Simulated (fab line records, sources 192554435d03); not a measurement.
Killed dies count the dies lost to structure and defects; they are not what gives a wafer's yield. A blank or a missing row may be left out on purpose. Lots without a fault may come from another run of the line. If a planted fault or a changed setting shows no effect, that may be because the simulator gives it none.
fab line records | flow n5-finfet | part 2 of 2: steps 17 to 26 of 26
record lots=5 wafers=15 last-day=19
route steps=1938 shown SDB@359 DUMMY_REMOVAL@377
lots that met no fault: taken from a fault-free run of the same line
start-h: the number of hours between the record's first day and the start of the first shown wafer of the lot | wait-h: how many hours have passed since the lot's step before this one | " identical to the entry in the row above | L1.1+2: several wafers, shown together as one row | - no value present, or no start provided | * or withheld: withheld | < > ~ a bound
route shown NAME@n: names a module that has steps shown in the file, with the first one's number in the route | usual: mean/standard deviation of fault-free wafers | same: alike in all rows | chamber/n: place in a boat | sites: the reading at each site | _std_site: their standard deviation | _edge_site: the outer-site mean with the inner-site mean subtracted | radius-mm: for every site, how far away it sits from the centre of the wafer | mask NAME#n: copy n | behind: the most recent tool/chamber to have shaped the wafer | hold: why the lot went on hold/how many hours it stayed there/how the hold came to an end | device: names the non-switching transistor (n, p or np) | end of line: tests run on the same wafers once the route is complete | step lacking rows: just its recipe | killed: dies lost to structure and defects at the first sort, not the wafer's yield | map: shows each die of a wafer: x if killed, . if not, _ if none is there
set.NAME: the run value of the setting; set.NAME@STEP: its run value at that earlier step | model.NAME: the simulator's own value behind a step, which no gauge read
a table for each step, a row for each wafer; lots at some steps of the route
services: from which hour (start-h, from the record's first day; less than 0 if before it) a tool's chamber was out of use, for how many hours, and why
## steps
# step N5_SDB_THK_MEAS_31
# recipe reads=a-Si_of_DUMMY_GATE_CVD_03
# usual SDB_THK=64.4/1.1
# columns lot.wafer tool chamber start-h wait-h SDB_THK[nm]
L081.1 film-metro-02 - 112.33 - 61.5
L081.5 " - " " 60.7
L081.6 " - " " 63.2
L084.1 film-metro-02 - 137.78 - 64.3
L084.2 " - " " 64.1
L084.6 " - " " 64.6
L091.1 film-metro-01 - 171.14 - 65.6
L091.2 " - " " 65.4
L091.6 " - " " 64.5
L094.1 film-metro-01 - 190.97 - 65.2
L094.2 " - " " 64.0
L094.5 " - " " 64.5
L095.1 film-metro-01 - 197.11 - 65.0
L095.4 " - " " 64.3
L095.6 " - " " 65.7
# step N5_SDB_INSPECT_36
# recipe inspect-instrument=darkfield mode=post-cmp
# usual raw-defect-count=36/16
# columns lot.wafer tool chamber start-h wait-h raw-defect-count
L081.1 defect-inspect-02 - 112.35 0.0 28
L081.5 " - " " 27
L081.6 " - " " 25
L084.1 defect-inspect-01 - 137.81 0.0 32
L084.2 " - " " 30
L084.6 " - " " 22
L091.1 defect-inspect-01 - 171.16 0.0 58
L091.2 " - " " 40
L091.6 " - " " 54
L094.1 defect-inspect-01 - 191.00 0.0 38
L094.2 " - " " 64
L094.5 " - " " 24
L095.1 defect-inspect-01 - 197.13 0.0 46
L095.4 " - " " 39
L095.6 " - " " 50
# step N5_DUMMY_REMOVAL_HM_STRIP_01
# recipe chemistry=CH3F/O2 material=SiNx target-depth-a=40 stop-on=poly-Si time-s=6.8 over-etch-frac=0.3 ion-energy-ev=60 power-w=410 bias-w=29 Ar_flow_sccm=150 CH3F_flow_sccm=30 O2_flow_sccm=20
# usual chamber-pressure-mTorr=30.003/0.029 drypump-motor-current-A=5.6/0.47 oes-product-au=0.62/0.058 rf-vpp-V=127.5/1.1 showerhead-plenum-p-Torr=2.03/0.063 throttle-valve-pct=16.31/0.2
# columns lot.wafer tool chamber start-h wait-h chamber-pressure-mTorr drypump-motor-current-A oes-product-au rf-hours-counter-h rf-vpp-V showerhead-plenum-p-Torr throttle-valve-pct
L081.1 rie-diel-03 3 112.39 0.0 30.064 5.9 0.62 150 127.8 2.00 16.34
L081.5 " 3 " " 29.991 5.9 0.62 - 127.1 2.00 16.37
L081.6 " 0 " " 29.982 5.5 0.64 - 126.1 2.02 16.34
L084.1 rie-diel-03 2 137.84 0.0 29.952 6.4 0.58 211 125.8 2.06 16.53
L084.2 " 1 " " 30.040 5.6 0.75 21 129.4 2.05 16.19
L084.6 " 1 " " 29.983 5.6 0.76 - 126.8 2.05 16.17
L091.1 rie-diel-06 3 171.20 0.0 30.020 5.4 0.71 36 129.0 2.13 15.92
L091.2 " 1 " " 30.012 5.1 0.57 221 125.7 1.89 16.62
L091.6 " 1 " " 29.939 5.1 0.58 - 126.2 1.89 16.61
L094.1 rie-diel-02 3 191.04 0.0 30.029 5.9 0.60 148 128.6 2.00 16.10
L094.2 " 1 " " 30.050 5.1 0.58 235 128.4 2.05 16.42
L094.5 " 2 " " 30.040 5.7 0.60 - 128.5 2.07 16.20
L095.1 rie-diel-03 2 197.32 0.2 30.000 6.3 0.57 231 128.1 2.05 16.59
L095.4 " 3 " " 30.027 5.9 0.59 - 127.7 1.99 16.39
L095.6 " 0 " " 29.988 5.5 0.62 - 126.9 2.01 16.39
# step N5_DUMMY_REMOVAL_STRIP_10
# recipe chemistry=N2/H2 time-s=40 power-w=100 temp-c=40 pressure-mtorr=100 rf-frequency-hz=6e+07 bias-power-w=3 n2-flow-sccm=300 h2-flow-sccm=300
# usual chamber-pressure-mTorr=100.00/0.09 drypump-motor-current-A=5.6/0.48 oes-product-au=0.77/0.075 rf-vpp-V=45.4/0.77 showerhead-plenum-p-Torr=3.42/0.1 throttle-valve-pct=12.19/0.21
# columns lot.wafer tool chamber start-h wait-h chamber-pressure-mTorr drypump-motor-current-A oes-product-au rf-hours-counter-h rf-vpp-V showerhead-plenum-p-Torr throttle-valve-pct
L081.1 rie-diel-03 3 112.42 0.0 100.02 5.9 0.76 150 44.5 3.38 12.21
L081.5 " 3 " " 100.06 5.9 0.76 - 44.9 3.38 12.21
L081.6 " 0 " " 99.93 5.5 0.79 - 46.5 3.40 12.11
L084.1 rie-diel-03 2 137.88 0.0 100.00 6.3 0.72 211 45.5 3.49 12.50
L084.2 " 1 " " 100.08 5.6 0.94 21 44.2 3.45 11.96
L084.6 " 1 " " 99.93 5.6 0.94 - 46.6 3.45 11.97
L091.1 rie-diel-06 3 171.23 0.0 100.05 5.4 0.88 36 45.7 3.56 11.73
L091.2 " 1 " " 100.04 5.1 0.70 221 46.1 3.20 12.51
L091.6 " 1 " " 99.86 5.0 0.70 - 45.0 3.20 12.50
L094.1 rie-diel-02 3 191.07 0.0 99.88 5.9 0.74 148 44.7 3.39 12.06
L094.2 " 1 " " 100.02 5.1 0.71 235 45.4 3.47 12.40
L094.5 " 2 " " 100.01 5.7 0.74 - 45.0 3.51 12.14
L095.1 rie-diel-03 2 197.35 0.0 100.07 6.4 0.70 231 45.5 3.48 12.56
L095.4 " 3 " " 100.12 5.9 0.73 - 45.5 3.36 12.29
L095.6 " 0 " " 100.06 5.5 0.76 - 44.4 3.38 12.20
# step N5_DUMMY_REMOVAL_PRECLEAN_07
# recipe chemistry=dHF time-s=30 temp-c=25 dilution=withheld
# columns lot.wafer tool chamber start-h wait-h
L081.1+5+6 wet-bench-06 0,6,1 112.52 0.1
L084.1+2+6 wet-bench-01 7,0,6 137.97 0.1
L091.1+2+6 wet-bench-01 5,4,2 171.32 0.1
L094.1+2+5 wet-bench-06 7,2,5 191.16 0.1
L095.1+4+6 wet-bench-01 2,4,7 197.45 0.1
# step N5_DUMMY_REMOVAL_DUMMY_REMOVE_02
# recipe chemistry=TMAH temp-c=70 target=poly-Si stop-on=SiO2 target-depth-nm=142 conc-wt-pct=5 time-s=57 dry=ipa-marangoni rinse-time-s=30 rinse-temp-c=23
# same rinse-time-s=30
# columns lot.wafer tool chamber start-h wait-h
L081.1+5+6 wet-bench-06 0,6,1 112.53 0.0
L084.1+2+6 wet-bench-01 7,0,6 137.98 0.0
L091.1+2+6 wet-bench-01 5,4,2 171.34 0.0
L094.1+2+5 wet-bench-06 7,2,5 191.18 0.0
L095.1+4+6 wet-bench-01 2,4,7 197.46 0.0
# step N5_DUMMY_REMOVAL_INSPECT_06
# recipe inspect-instrument=brightfield mode=aei
# usual raw-defect-count=13/6
# columns lot.wafer tool chamber start-h wait-h raw-defect-count
L081.1 defect-inspect-01 - 112.59 0.0 17
L081.5 " - " " 16
L081.6 " - " " 11
L084.1 defect-inspect-02 - 138.04 0.0 13
L084.2 " - " " 7
L084.6 " - " " 5
L091.1 defect-inspect-02 - 171.40 0.0 16
L091.2 " - " " 12
L091.6 " - " " 21
L094.1 defect-inspect-01 - 191.23 0.0 14
L094.2 " - " " 16
L094.5 " - " " 11
L095.1 defect-inspect-02 - 197.51 0.0 13
L095.4 " - " " 6
L095.6 " - " " 5
# step N5_DUMMY_REMOVAL_PRECLEAN_08
# recipe chemistry=NF3:NH3 afs-cycles=2 temp-c=30 time-s=20 sublimation-temp-c=180 sublimation-time-s=60 pressure-torr=3 rf-power-w=30
# columns lot.wafer tool chamber start-h wait-h
L081.1+5+6 remote-plasma-01 0 112.63 0.0
L084.1+2+6 remote-plasma-01 1 138.08 0.0
L091.1+2+6 remote-plasma-01 0 171.43 0.0
L094.1+2+5 remote-plasma-01 0 191.27 0.0
L095.1+4+6 remote-plasma-02 1 197.55 0.0
# step N5_DUMMY_REMOVAL_PRECLEAN_04
# recipe chemistry=DHF time-s=37 temp-c=25 dilution=500:1
# columns lot.wafer tool chamber start-h wait-h
L081.1+5+6 wet-bench-06 4,6,0 112.84 0.2
L084.1+2+6 wet-bench-01 4,5,6 138.29 0.2
L091.1+2+6 wet-bench-02 3,2,0 171.64 0.2
L094.1+2+5 wet-bench-01 7,0,2 191.48 0.2
L095.1+4+6 wet-bench-02 7,3,1 197.76 0.2
# step N5_DUMMY_REMOVAL_SRD_05
# recipe dry=ipa-marangoni do-ppb=5 time-s=30 temp-c=23 rinse-liquid=diw
# columns lot.wafer tool chamber start-h wait-h
L081.1+5+6 wet-bench-06 4,6,0 112.85 0.0
L084.1+2+6 wet-bench-01 4,5,6 138.30 0.0
L091.1+2+6 wet-bench-02 3,2,0 171.67 0.0
L094.1+2+5 wet-bench-01 7,0,2 191.49 0.0
L095.1+4+6 wet-bench-02 7,3,1 197.77 0.0
## services
# columns tool chamber start-h hours kind
rie-diel-06 1 87.89 3.7 repair
rie-diel-01 2 95.07 1.2 repair
rie-si-06 3 97.23 7.1 repair
rie-diel-03 1 98.65 2.6 repair
rie-diel-04 1 104.65 18.0 repair
rie-diel-03 1 111.75 7.1 repair
rie-diel-03 0 112.81 4.5 repair
cmp-01 - 113.03 5.0 repair
remote-plasma-02 - 123.65 0.5 repair
ald-sin-01 1 128.29 6.7 repair
cmp-02 - 130.38 4.4 pm
cmp-02 - 138.87 4.0 pm
cmp-03 - 140.62 0.4 repair
rie-si-01 0 142.98 1.6 repair
cmp-01 - 143.04 0.4 repair
cmp-03 - 144.66 6.4 pm
cmp-02 - 148.52 5.7 repair
cmp-01 - 150.96 1.3 repair
cmp-03 - 152.54 0.2 repair
cmp-03 - 154.43 4.8 pm
ald-sin-04 3 155.05 1.6 repair
cmp-03 - 161.85 6.4 repair
ald-sin-01 - 178.30 14.0 pm
ald-sin-04 - 191.47 0.2 repair
